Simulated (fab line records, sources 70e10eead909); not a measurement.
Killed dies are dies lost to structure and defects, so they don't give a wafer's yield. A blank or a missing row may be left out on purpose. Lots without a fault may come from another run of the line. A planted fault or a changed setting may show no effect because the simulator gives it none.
fab line records | flow nand_harc
record lots=14 wafers=42 last_day=33
route steps=1302 shown P_CONTACT@232 P_M0@253
lots that met no fault: from a run of the same line without faults
start_h: hours from the record's first day to the start of the lot's first wafer shown | wait_h: hours since the lot's step before | " the same as in the row above | L1.1+2: a row that stands for several wafers | - no value, or no start given | * or withheld: withheld | < > ~ a bound
route shown NAME@n: a module of which the file shows steps, and the number in the route of the first | usual: mean/standard deviation of fault-free wafers | same: alike in all rows | chamber/n: place in a boat | sites: the reading at each site | _std_site: their standard deviation | _edge_site: outer sites' mean less inner sites' | radius_mm: how far each site lies from the wafer's centre | mask NAME#n: copy n | behind: the tool/chamber that last shaped the wafer | hold: why the lot was held/for how many hours/how that ended | device: the transistor (n, p or np) that didn't switch | end of line: the same wafers' tests at the end of the route | a step without rows: its recipe alone | killed: dies lost to structure and defects at the first sort, not the wafer's yield | map: a wafer's dies, x killed, . not, _ none there
set.NAME: the setting as run; set.NAME@STEP: as run at that earlier step | model.NAME: the simulator's own value behind a step, which no gauge read
steps of the route over a sample of lots; a table a step, a row a wafer
services: from which hour (start_h, from the record's first day; less than 0 if before it) a tool's chamber was out of use, for how many hours, and why
## steps
# step NHARC_P_CONTACT_CD_MEAS_12
# recipe target_cd_nm=90 landing_energy_ev=500
# usual cd_nm=89.8/0.52
# same landing_energy_ev=500
# columns lot.wafer tool chamber start_h wait_h cd_nm
L853.1 cd_sem-01 0 115.50 - 89.7
L853.4 " 0 " " 90.1
L853.6 " 0 " " 90.1
L854.3 cd_sem-02 0 127.22 - 90.1
L854.4 " 0 " " 89.7
L854.5 " 0 " " 90.3
L855.3 cd_sem-03 0 140.23 - 90.0
L855.5 " 0 " " 89.4
L855.6 " 0 " " 89.9
L857.3 cd_sem-03 0 153.27 - 88.4
L857.4 " 0 " " 89.1
L857.6 " 0 " " 89.7
L856.2 cd_sem-01 0 153.76 - 90.1
L856.3 " 0 " " 90.0
L856.4 " 0 " " 89.5
L860.2 cd_sem-01 0 184.14 - 89.6
L860.4 " 0 " " 89.6
L860.5 " 0 " " 88.9
L862.1 cd_sem-02 0 199.68 - 89.7
L862.4 " 0 " " 90.2
L862.5 " 0 " " 89.9
L861.3 cd_sem-02 0 200.21 - 89.5
L861.4 " 0 " " 88.8
L861.6 " 0 " " 89.8
L863.2 cd_sem-03 0 211.94 - 90.4
L863.3 " 0 " " 90.4
L863.5 " 0 " " 89.8
L864.1 cd_sem-01 0 224.39 - 89.3
L864.3 " 0 " " 88.6
L864.4 " 0 " " 89.5
L868.2 cd_sem-02 0 265.54 - 90.1
L868.3 " 0 " " 89.8
L868.6 " 0 " " 90.4
L872.1 cd_sem-01 0 307.39 - 89.1
L872.4 " 0 " " 89.4
L872.5 " 0 " " 89.0
L874.1 cd_sem-03 0 325.98 - 89.8
L874.3 " 0 " " 89.3
L874.5 " 0 " " 89.7
L876.1 cd_sem-03 0 347.01 - 89.7
L876.4 " 0 " " 90.4
L876.5 " 0 " " 90.8
# step NHARC_P_CONTACT_PVD_32
# recipe target_thk_a=50 chamber_pressure_pa=5 power_w=5000 substrate_temp_c=200 time_s=17.7 material=Ti
# usual cathode_dc_power_W=4999.9/0.83 chamber_pressure_pa=5.001/0.011 substrate_temp_c=200.03/0.17 throttle_valve_pct=30.0/0.9
# same time_s=17.7
# columns lot.wafer tool chamber start_h wait_h cathode_dc_power_W chamber_pressure_pa substrate_temp_c throttle_valve_pct
L853.1 pvd_sputter-02 - - - 5000.7 5.006 200.19 32.3
L853.4 " - " " 4999.0 5.012 200.08 30.1
L853.6 " - " " 4999.6 5.006 199.78 32.3
L854.3 pvd_sputter-02 - - - 5000.7 5.016 199.92 32.0
L854.4 " - " " 4999.1 5.003 199.76 30.2
L854.5 " - " " 5000.6 5.019 200.05 32.0
L855.3 pvd_sputter-02 - - - 5000.7 5.000 199.82 32.1
L855.6 " - " " 5000.9 5.027 200.13 32.5
L855.5 " - " " 5000.7 5.013 200.24 30.2
L857.4 pvd_sputter-01 - - - 4998.8 5.006 199.97 29.9
L857.3 " - " " 4999.5 4.985 199.81 29.7
L857.6 " - " " 5000.9 4.997 200.20 29.0
L856.3 pvd_sputter-03 - - - 4999.5 4.994 200.00 30.1
L856.2 " - " " 5000.2 5.002 200.32 28.6
L856.4 " - " " 4998.6 4.995 199.90 29.6
L860.4 pvd_sputter-01 - - - 5000.4 4.991 200.26 29.7
L860.2 " - " " 4999.0 5.002 200.03 30.4
L860.5 " - " " 4999.1 5.002 200.15 29.8
L862.4 pvd_sputter-01 - - - 5000.8 5.003 199.90 29.3
L862.1 " - " " 4999.9 5.004 200.15 28.9
L862.5 " - " " 4999.1 5.000 199.99 30.4
L861.3 pvd_sputter-03 - - - 5000.9 4.986 200.27 30.0
L861.4 " - " " 4999.8 5.013 200.13 28.9
L861.6 " - " " 4999.4 4.983 200.10 30.3
L863.2 pvd_sputter-02 - - - 5000.3 5.004 199.98 32.3
L863.3 " - " " 4998.8 4.995 199.90 32.1
L863.5 " - " " 4999.7 4.998 200.02 32.4
L864.3 pvd_sputter-03 - - - 5000.3 4.992 199.90 29.1
L864.4 " - " " 4999.8 4.989 200.20 30.3
L864.1 " - " " 5001.3 5.010 200.09 30.0
L868.2 pvd_sputter-03 - - - 5000.5 5.012 200.02 30.5
L868.3 " - " " 4997.6 5.009 200.10 28.8
L868.6 " - " " 5000.5 5.006 199.80 30.0
L872.4 pvd_sputter-02 - - - 5000.4 4.987 199.82 32.0
L872.1 " - " " 5000.6 5.001 199.97 31.3
L872.5 " - " " 5000.2 5.015 199.99 30.6
L874.3 pvd_sputter-01 - - - 4999.8 4.990 200.34 29.9
L874.1 " - " " 4998.3 5.010 199.87 29.4
L874.5 " - " " 5001.3 5.007 199.95 29.8
L876.4 pvd_sputter-01 - - - 5000.8 5.019 200.01 29.6
L876.1 " - " " 5000.0 4.997 199.94 29.5
L876.5 " - " " 4998.6 5.006 200.10 29.6
# step NHARC_P_M0_DEP_00
# recipe target_thk_a=1500 target_thk_nm=150 temp_c=withheld pressure_torr=5 flow_sccm=200 rf_w=600 material=SiOC
# columns lot.wafer tool chamber start_h wait_h
L853.1+4+6 pecvd-03 2,1,2 118.92 0.2
L854.3+4+5 pecvd-03 0,1,0 130.65 0.2
L855.3+5+6 pecvd-02 1,2,1 143.64 0.2
L857.3+4+6 pecvd-02 1,1,2 156.63 0.1
L856.3+2+4 pecvd-01 2,1,0 157.10 0.1
L860.2+5+4 pecvd-03 0,1,0 187.56 0.2
L862.1+4+5 pecvd-02 1,2,1 203.66 0.2
L861.3+6+4 pecvd-02 1,0,1 204.67 0.1
L863.3+2+5 pecvd-02 0,1,1 215.31 0.1
L863.3+2+5 pecvd-02 0,1,1 215.81 -
L864.3+1+4 pecvd-01 2,0,0 227.79 0.1
L868.3+2+6 pecvd-01 2,1,0 268.89 0.1
L868.3+2+6 pecvd-01 2,1,0 269.39 -
L872.1+5+4 pecvd-03 2,0,1 311.00 0.2
L874.1+3+5 pecvd-01 0,2,1 329.34 0.1
L876.1+4+5 pecvd-02 0,2,0 350.83 0.1
# step NHARC_P_M0_OVL_MEAS_10
# recipe pitch_nm=180
# usual overlay_x_nm=-0.1/0.79 overlay_y_nm=-0.1/0.75
# columns lot.wafer tool chamber start_h wait_h overlay_x_nm overlay_y_nm
L853.1 overlay-01 - 119.75 - -0.1 1.3
L853.4 " - " " -0.7 0.8
L853.6 " - " " -1.3 0.7
L854.3 overlay-02 - 131.49 - -1.2 1.1
L854.4 " - " " -0.7 0.6
L854.5 " - " " -0.6 0.8
L855.3 overlay-01 - 144.47 - -0.3 -1.3
L855.5 " - " " 0.3 -0.8
L855.6 " - " " 0.9 -1.4
L857.3 overlay-02 - 157.38 - 0.2 0.6
L857.4 " - " " 0.0 0.2
L857.6 " - " " 0.7 -0.5
L856.2 overlay-01 - 158.04 - -0.1 0.6
L856.3 " - " " -0.3 0.2
L856.4 " - " " -0.5 0.9
L860.2 overlay-01 - 188.40 - 0.6 1.2
L860.4 " - " " 0.2 0.8
L860.5 " - " " 0.6 1.5
L862.1 overlay-01 - 204.37 - -0.3 0.1
L862.4 " - " " -0.1 -0.5
L862.5 " - " " -0.2 0.0
L861.3 overlay-01 - 205.55 - 0.4 -0.1
L861.4 " - " " 0.5 0.6
L861.6 " - " " 0.5 -0.2
L863.2 overlay-02 - 216.67 - -0.5 -0.5
L863.3 " - " " -0.2 -0.4
L863.5 " - " " -0.1 -0.6
L864.1 overlay-02 - 228.68 - 0.0 -0.1
L864.3 " - " " -0.5 0.2
L864.4 " - " " 0.0 0.4
L868.2 overlay-01 - 270.28 - -0.2 -0.8
L868.3 " - " " 0.0 -1.4
L868.6 " - " " -0.3 -0.6
L872.1 overlay-02 - 311.83 - -0.6 -0.6
L872.4 " - " " 0.0 -0.6
L872.5 " - " " -1.1 -1.2
L874.1 overlay-01 - 330.27 - -1.4 -0.7
L874.3 " - " " -1.8 -0.1
L874.5 " - " " -1.4 -0.3
L876.1 overlay-01 - 351.58 - 0.0 -0.2
L876.4 " - " " -0.1 -0.8
L876.5 " - " " -0.3 -0.4
## services
# columns tool chamber start_h hours kind
pvd_sputter-02 - 104.00 10.0 pm
pecvd-03 - 114.08 1.2 repair
pvd_sputter-01 - 129.67 5.2 repair
pecvd-01 - 130.00 13.0 pm
pecvd-03 - 144.87 1.1 repair
pvd_sputter-02 - 149.27 9.7 repair
pecvd-03 - 154.86 0.2 repair
pvd_sputter-03 - 170.13 10.0 pm
pecvd-01 - 182.27 14.2 repair
pecvd-03 1 188.74 7.0 repair
pvd_sputter-01 - 189.82 7.3 repair
pvd_sputter-03 - 192.50 1.2 repair
pecvd-03 - 203.71 13.0 pm
pvd_sputter-01 - 226.00 10.0 pm
pecvd-02 - 227.38 13.0 pm
pecvd-03 0 254.70 4.8 repair
pvd_sputter-02 - 269.92 1.1 repair
pvd_sputter-01 - 275.51 0.8 repair
pvd_sputter-02 - 282.00 10.0 pm
pecvd-02 - 288.75 0.5 repair
pecvd-01 - 311.00 13.0 pm
pvd_sputter-03 - 317.44 3.2 repair
pvd_sputter-03 - 321.47 2.4 repair
pvd_sputter-03 - 348.13 10.0 pm
## key
first_sign step=NHARC_P_M0_DEP_00 reading=visit direction=added
effect none on later readings
met_at NHARC_P_M0_DEP_00
struck_lots L863,L868
later_rows_left_out L863.2,L863.3,L863.5,L868.2,L868.3,L868.6
sort_left_out L863.2,L863.3,L863.5,L868.2,L868.3,L868.6
not_acting_at NHARC_P_CONTACT_CD_MEAS_12,NHARC_P_CONTACT_PVD_32,NHARC_P_M0_OVL_MEAS_10
fault kind=repeated_step_whole tool=pecvd-01,pecvd-02,pecvd-03 chamber=- onset_h=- steps=NHARC_P_M0_DEP_00 times=1 scope=struck_lots_only
# sort_left_out: the simulated sort isn't trusted on such a fault, so these wafers' sort isn't shown, and their yield isn't known
# later_rows_left_out: the simulator's readings of these wafers behind a module that went badly wrong aren't trusted and aren't shown, but for the sort
